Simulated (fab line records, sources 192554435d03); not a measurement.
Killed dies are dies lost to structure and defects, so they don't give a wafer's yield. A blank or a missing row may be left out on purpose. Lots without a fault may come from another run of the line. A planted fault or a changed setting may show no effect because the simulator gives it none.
fab line records | flow n5_finfet | part 2 of 2: steps 4 to 6 of 6
record lots=17 wafers=51 last_day=20
route steps=1938 shown MOL_CONTACT_COAG@581 BEOL_M0_SAQP@649
lots that met no fault: from a run of the same line without faults
start_h: hours from the record's first day to the start of the lot's first wafer shown | wait_h: hours since the lot's step before | " the same as in the row above | L1.1+2: a row that stands for several wafers | - no value, or no start given | * or withheld: withheld | < > ~ a bound
route shown NAME@n: a module of which the file shows steps, and the number in the route of the first | usual: mean/standard deviation of fault-free wafers | same: alike in all rows | chamber/n: place in a boat | sites: the reading at each site | _std_site: their standard deviation | _edge_site: outer sites' mean less inner sites' | radius_mm: how far each site lies from the wafer's centre | mask NAME#n: copy n | behind: the tool/chamber that last shaped the wafer | hold: why the lot was held/for how many hours/how that ended | device: the transistor (n, p or np) that didn't switch | end of line: the same wafers' tests at the end of the route | a step without rows: its recipe alone | killed: dies lost to structure and defects at the first sort, not the wafer's yield | map: a wafer's dies, x killed, . not, _ none there
set.NAME: the setting as run; set.NAME@STEP: as run at that earlier step | model.NAME: the simulator's own value behind a step, which no gauge read
steps of the route over a sample of lots; a table a step, a row a wafer
services: from which hour (start_h, from the record's first day; less than 0 if before it) a tool's chamber was out of use, for how many hours, and why
## steps
# step N5_MOL_CONTACT_COAG_VIA_ETCH_117
# recipe chemistry=C4F6/O2 target_depth_a=400 overetch_a=80 mask_material=SOC target=SiO2 bias_w=455 pressure_mtorr=10 time_s=26 source_w=325 Ar_flow_sccm=300 C4F6_flow_sccm=10 O2_flow_sccm=10 ion_energy_ev=575.3 ends=end_point
# usual O2_flow_sccm=10.005/0.027 drypump_motor_current_A=5.9/0.55 mfc_ar_sccm=300.0/0.99 oes_ar_750_au=0.74/0.069 oes_product_au=0.66/0.057 rf_fwd_power_W=320.6/1.4 rf_vpp_V=1591/30 showerhead_plenum_p_Torr=2.87/0.095 throttle_valve_pct=40.80/0.26
# columns lot.wafer tool chamber start_h wait_h O2_flow_sccm drypump_motor_current_A mfc_ar_sccm oes_ar_750_au oes_product_au rf_fwd_power_W rf_hours_counter_h rf_vpp_V showerhead_plenum_p_Torr throttle_valve_pct
L074.2 rie_diel-02 2 100.60 0.0 10.003 5.2 299.4 0.71 0.64 320.0 211 1581 2.83 41.19
L074.3 " 1 " " 9.983 5.5 301.1 0.74 0.67 318.6 179 1571 2.81 40.74
L074.4 " 0 " " 10.047 6.1 300.5 0.69 0.62 320.1 245 1583 2.70 40.46
L075.1 rie_diel-06 3 110.44 0.0 9.969 6.8 301.1 0.72 0.66 322.1 198 1603 2.95 41.00
L075.4 " 2 " " 10.044 6.2 300.6 0.70 0.64 322.4 197 1618 2.91 40.64
L075.5 " 0 " " 9.979 5.9 298.3 0.75 0.67 321.2 - 1643 2.92 40.66
L076.3 rie_diel-02 3 119.23 0.0 9.943 6.4 299.9 0.74 0.66 319.6 157 1561 2.72 40.49
L076.4 " 3 " " 9.974 6.3 298.6 0.75 0.67 318.2 - 1562 2.72 40.52
L076.5 " 1 " " 10.029 5.5 299.3 0.74 0.67 318.7 - 1573 2.81 40.77
L077.3 rie_diel-02 3 122.37 0.0 10.018 6.4 301.9 0.74 0.66 319.4 158 1561 2.72 40.51
L077.4 " 1 " " 10.029 5.5 299.7 0.73 0.66 317.3 - 1573 2.81 40.78
L077.5 " 2 " " 10.028 5.2 300.6 0.71 0.63 321.3 - 1582 2.82 41.19
L081.2 rie_diel-02 1 145.70 0.0 9.986 5.5 300.8 0.73 0.66 318.3 199 1572 2.80 40.78
L081.3 " 0 " " 9.974 6.1 299.4 0.97 0.86 319.8 4 1609 3.04 40.77
L081.5 " 3 " " 10.008 6.3 299.4 0.74 0.66 317.6 - 1564 2.71 40.50
L082.1 rie_diel-02 2 150.55 0.0 10.014 5.2 299.8 0.70 0.62 321.6 232 1580 2.82 41.18
L082.4 " 1 " " 9.986 5.5 299.7 0.73 0.66 319.5 200 1570 2.80 40.76
L082.6 " 2 " " 10.048 5.2 300.7 0.70 0.62 320.5 - 1580 2.82 41.19
L083.1 rie_diel-03 0 158.79 0.0 9.999 4.9 299.5 0.68 0.61 318.6 248 1575 2.80 40.53
L083.2 " 2 " " 9.961 5.6 298.5 0.73 0.66 320.6 168 1536 2.70 40.55
L083.6 " 1 " " 10.015 5.9 300.2 0.80 0.69 319.4 - 1587 2.97 41.56
L084.2 rie_diel-06 2 161.62 0.0 10.041 6.2 301.0 0.69 0.62 321.1 214 1618 2.90 40.66
L084.4 " 3 " " 10.033 6.8 301.8 0.71 0.65 321.0 215 1601 2.94 41.02
L084.5 " 1 " " 10.018 5.2 300.4 0.71 0.63 321.8 - 1558 2.94 40.67
L085.1 rie_diel-06 0 170.54 0.0 9.989 5.9 299.8 0.74 0.67 322.7 184 1641 2.91 40.70
L085.3 " 1 " " 9.997 5.2 301.0 0.71 0.63 322.1 193 1558 2.94 40.68
L085.6 " 3 " " 10.010 6.8 300.3 0.70 0.64 321.2 - 1601 2.94 41.03
L086.2 rie_diel-06 0 175.40 0.0 9.970 5.9 300.3 0.73 0.66 320.9 186 1642 2.91 40.69
L086.3 " 2 " " 10.016 6.2 300.2 0.69 0.63 322.9 218 1617 2.90 40.64
L086.4 " 1 " " 10.043 5.2 299.2 0.71 0.62 321.0 195 1558 2.94 40.68
L089.1 rie_diel-03 2 192.76 0.0 10.001 5.6 300.2 0.72 0.66 319.6 181 1535 2.69 40.58
L089.3 " 1 " " 10.007 5.9 300.0 0.79 0.68 318.0 162 1586 2.96 41.57
L089.4 " 3 " " 9.973 6.1 300.3 0.68 0.61 319.2 236 1590 2.68 40.74
L090.1 rie_diel-02 1 195.96 0.0 10.035 5.5 300.3 0.71 0.65 319.9 216 1571 2.79 40.80
L090.2 " 3 " " 9.967 6.4 302.1 0.72 0.64 318.2 185 1561 2.71 40.54
L090.6 " 3 " " 9.942 6.4 302.9 0.72 0.66 317.4 - 1561 2.71 40.51
L091.3 rie_diel-06 2 202.30 0.0 9.995 6.2 300.4 0.69 0.63 322.6 227 1616 2.90 40.66
L091.4 " 3 " " 9.996 6.8 299.4 0.69 0.63 322.1 229 1600 2.93 41.03
L091.5 " 2 " " 10.015 6.2 300.1 0.69 0.62 322.2 - 1617 2.90 40.65
L092.1 rie_diel-06 3 208.08 0.0 9.984 6.8 300.0 0.70 0.64 319.5 231 1600 2.93 41.04
L092.3 " 1 " " 10.016 5.2 299.6 0.70 0.63 321.0 206 1558 2.94 40.69
L092.6 " 3 " " 10.026 6.8 301.0 0.69 0.63 321.1 - 1602 2.93 41.05
L093.3 rie_diel-03 3 213.89 0.0 10.004 6.1 299.9 0.67 0.60 320.1 243 1590 2.68 40.75
L093.5 " 1 " " 10.023 5.9 299.6 0.78 0.67 320.4 - 1584 2.96 41.57
L093.6 " 0 " " 9.998 4.9 298.5 0.93 0.82 318.7 - 1576 2.80 40.65
L094.2 rie_diel-06 0 221.32 0.0 9.986 5.9 298.7 0.72 0.65 320.1 202 1642 2.90 40.71
L094.3 " 1 " " 9.997 5.2 300.3 0.70 0.62 320.4 210 1556 2.93 40.69
L094.6 " 1 " " 10.000 5.2 299.8 0.70 0.62 322.4 - 1557 2.94 40.70
L097.3 rie_diel-06 1 237.19 0.0 10.024 5.2 299.2 0.70 0.61 321.4 214 1557 2.93 40.70
L097.5 " 2 " " 9.977 6.2 300.8 0.68 0.61 320.7 - 1617 2.89 40.68
L097.6 " 1 " " 10.033 5.2 300.9 0.70 0.63 321.8 - 1557 2.93 40.69
# step N5_MOL_CONTACT_COAG_CMP_52
# recipe stop_on=SiO2 t_overpolish_s=1.5 post_cmp_clean=w_dilute_nh4oh down_force_psi=4 platen_rpm=50.289 pad_velocity_m_s=1.0006 target_thk_nm=66.5
# usual head_pressure_psi=4.001/0.0088 motor_current_A=12.4/1.4 overpolish_run_s=1.501/0.009 time_to_endpoint_s=13.4/2.2
# columns lot.wafer tool chamber start_h wait_h head_pressure_psi motor_current_A overpolish_run_s time_to_endpoint_s
L074.2 cmp-03 1 101.87 0.0 4.027 10.8 1.498 12.0
L074.3 " 2 " " 4.003 11.2 1.508 13.4
L074.4 " 3 " " 4.005 12.5 1.504 13.6
L075.4 cmp-02 3 111.31 0.1 3.991 13.4 1.504 17.4
L075.1 " 0 " " 3.981 14.6 1.505 16.2
L075.5 " 3 " " 3.996 14.2 1.504 15.4
L076.3 cmp-03 0 120.36 0.0 4.012 11.6 1.498 12.2
L076.4 " 3 " " 3.999 12.1 1.506 13.1
L076.5 " 0 " " 4.016 11.6 1.498 10.5
L077.4 cmp-03 3 123.17 0.0 4.025 12.4 1.506 16.0
L077.3 " 0 " " 4.008 11.9 1.497 15.1
L077.5 " 3 " " 4.008 12.1 1.481 13.2
L081.2 cmp-03 0 146.50 0.0 3.984 11.2 1.514 13.8
L081.3 " 2 " " 4.005 10.9 1.507 13.6
L081.5 " 0 " " 3.997 11.3 1.503 14.7
L082.4 cmp-03 1 151.36 0.0 4.006 11.1 1.514 12.9
L082.1 " 2 " " 4.002 11.4 1.497 10.1
L082.6 " 2 " " 4.000 11.5 1.504 10.8
L083.1 cmp-01 1 159.60 0.0 4.000 10.3 1.504 9.7
L083.2 " 2 " " 3.994 14.7 1.489 10.6
L083.6 " 1 " " 3.993 10.6 1.506 7.4
L084.4 cmp-03 0 162.42 0.0 3.995 11.3 1.511 11.4
L084.2 " 2 " " 4.001 11.3 1.510 14.4
L084.5 " 1 " " 4.003 10.7 1.506 15.3
L085.3 cmp-02 0 171.35 0.0 4.000 14.4 1.499 11.1
L085.1 " 1 " " 3.994 13.1 1.508 10.1
L085.6 " 1 " " 4.005 12.0 1.509 10.1
L086.2 cmp-02 2 176.29 0.1 4.003 12.4 1.499 14.9
L086.4 " 0 " " 3.989 14.9 1.508 14.1
L086.3 " 1 " " 3.994 12.1 1.507 11.5
L089.3 cmp-03 3 193.56 0.0 3.994 11.9 1.495 16.6
L089.1 " 1 " " 3.981 11.1 1.513 17.6
L089.4 " 2 " " 3.991 11.8 1.492 12.8
L090.1 cmp-02 3 196.80 0.1 3.986 13.7 1.495 12.3
L090.2 " 0 " " 3.994 14.9 1.512 12.7
L090.6 " 3 " " 4.000 13.9 1.492 14.2
L091.3 cmp-03 0 203.14 0.1 4.003 11.8 1.499 14.5
L091.4 " 1 " " 4.011 11.0 1.492 15.1
L091.5 " 3 " " 3.992 12.1 1.498 15.3
L092.1 cmp-02 2 208.95 0.1 3.993 12.5 1.505 13.2
L092.3 " 3 " " 4.007 13.4 1.497 12.1
L092.6 " 1 " " 4.004 12.2 1.517 12.9
L093.3 cmp-02 1 214.73 0.1 3.986 12.5 1.503 13.5
L093.5 " 0 " " 4.008 14.9 1.494 16.5
L093.6 " 1 " " 4.008 12.6 1.508 14.5
L094.2 cmp-02 0 222.12 0.0 4.002 14.5 1.499 16.7
L094.3 " 1 " " 4.014 12.2 1.495 16.5
L094.6 " 1 " " 3.991 12.6 1.489 14.7
L097.3 cmp-02 1 238.03 0.1 4.005 12.3 1.505 14.5
L097.6 " 0 " " 4.002 14.8 1.491 14.4
L097.5 " 1 " " 3.993 12.0 1.506 13.5
# step N5_BEOL_M0_SAQP_CD_MEAS_14
# recipe target_cd_nm=42.5 landing_energy_ev=500 detector=se_inlens
# usual cd_nm=42.6/0.34
# columns lot.wafer tool chamber start_h wait_h cd_nm
L074.2 cd_sem-01 0 107.82 - 42.4
L074.3 " 0 " " 42.5
L074.4 " 0 " " 42.6
L075.1 cd_sem-01 0 117.05 - 42.7
L075.4 " 0 " " 43.2
L075.5 " 0 " " 42.0
L076.3 cd_sem-01 0 126.83 - 43.1
L076.4 " 0 " " 43.0
L076.5 " 0 " " 43.2
L077.3 cd_sem-02 0 128.63 - 42.5
L077.4 " 0 " " 42.5
L077.5 " 0 " " 42.5
L081.2 cd_sem-01 0 151.63 - 42.5
L081.3 " 0 " " 42.8
L081.5 " 0 " " 42.6
L082.1 cd_sem-01 0 156.81 - 43.0
L082.4 " 0 " " 42.5
L082.6 " 0 " " 43.0
L083.1 cd_sem-02 0 164.85 - 42.0
L083.2 " 0 " " 42.2
L083.6 " 0 " " 41.9
L084.2 cd_sem-02 0 168.91 - 42.4
L084.4 " 0 " " 42.5
L084.5 " 0 " " 42.3
L085.1 cd_sem-03 0 175.98 - 42.5
L085.3 " 0 " " 42.8
L085.6 " 0 " " 42.6
L086.2 cd_sem-02 0 182.07 - 42.3
L086.3 " 0 " " 42.2
L086.4 " 0 " " 42.3
L089.1 cd_sem-02 0 199.61 - 42.9
L089.3 " 0 " " 43.2
L089.4 " 0 " " 43.0
L090.1 cd_sem-03 0 203.20 - 42.4
L090.2 " 0 " " 42.5
L090.6 " 0 " " 42.9
L091.3 cd_sem-03 0 209.26 - 43.0
L091.4 " 0 " " 42.6
L091.5 " 0 " " 42.7
L092.1 cd_sem-01 0 214.37 - 42.4
L092.3 " 0 " " 42.6
L092.6 " 0 " " 42.5
L093.3 cd_sem-03 0 221.21 - 42.3
L093.5 " 0 " " 42.5
L093.6 " 0 " " 42.5
L094.2 cd_sem-02 0 227.38 - 43.2
L094.3 " 0 " " 43.1
L094.6 " 0 " " 42.5
L097.3 cd_sem-02 0 245.64 - 42.4
L097.5 " 0 " " 42.1
L097.6 " 0 " " 42.5
## services
# columns tool chamber start_h hours kind
cmp-03 - 75.73 4.0 pm
rie_diel-03 2 77.09 4.3 repair
rie_diel-06 - 79.36 2.8 pm
cmp-03 - 83.08 5.4 pm
cmp-02 - 93.51 5.2 pm
rie_diel-02 0 115.19 - clean
rie_diel-02 0 115.19 - consumable_replace:focus_ring
rie_diel-02 0 115.19 - consumable_replace:showerhead
rie_diel-02 0 115.19 21.1 scheduled_down
rie_diel-02 0 115.19 21.1 vent_cycle
rie_diel-06 0 119.41 1.3 repair
rie_diel-03 2 127.70 2.8 repair
cmp-01 - 141.47 0.4 repair
cmp-02 - 145.46 1.4 repair
cmp-02 - 152.79 4.0 pm
cmp-03 - 177.04 1.1 repair
cmp-03 - 183.75 0.2 repair
rie_diel-02 2 187.41 4.7 repair
rie_diel-06 2 204.99 5.7 repair
rie_diel-02 0 209.63 4.7 repair
rie_diel-02 2 215.22 8.0 repair
rie_diel-03 2 232.24 9.5 repair
rie_diel-06 - 234.94 0.5 repair
cmp-01 - 237.84 3.0 repair
